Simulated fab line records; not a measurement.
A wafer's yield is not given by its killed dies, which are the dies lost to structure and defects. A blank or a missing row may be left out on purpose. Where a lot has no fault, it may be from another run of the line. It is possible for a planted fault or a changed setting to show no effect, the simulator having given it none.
Chamber matching -- flow n5-finfet -- 4 sister chambers for N5_GATE_CUT_DESCUM_18 on rie-diel-04
The step chemistry O2, time 7 s. 4 wafers are shown with their chamber, then 7 later ones without.

## WAFERS, EACH WITH ITS CHAMBER
wafer,chamber,showerhead-plenum-p-Torr (Torr)
L077.4,0,2.00
L080.2,3,2.11
L082.2,1,2.00
L082.5,2,2.15

## WAFERS WITHOUT THEIR CHAMBER
wafer,showerhead-plenum-p-Torr (Torr)
L082.6,2.10
L085.1,2.26
L085.2,2.10
L085.6,2.14
L091.1,2.14
L091.3,2.00
L091.4,2.10

## EACH ONE'S CHAMBER
wafer,from the rows above,in truth
L082.6,can't be placed: 3 or 2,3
L085.1,can't be placed: 2 or 3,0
L085.2,can't be placed: 3 or 2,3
L085.6,can't be placed: 2 or 3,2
L091.1,can't be placed: 2 or 3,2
L091.3,can't be placed: 0 or 1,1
L091.4,can't be placed: 3 or 2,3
Correctly placed: 0 of 7. From these rows, 7 cannot be placed; in 6 the true chamber is one of the candidates. Number placed wrongly: 0.
How it was worked out, from the rows above alone: a wafer's distance from a chamber is the root of the sum, over the readings, of the square of ((its reading less the chamber's mean) divided by the reading's scatter). The wafer belongs to the nearest chamber; if the next one is less than 2 further off, it can't be placed. For every chamber, the mean is computed from those of its wafers that are shown. The scatter (one wafer shown for each chamber): square how far every hidden wafer sits from the nearest shown wafer, average those squares and take the square root.
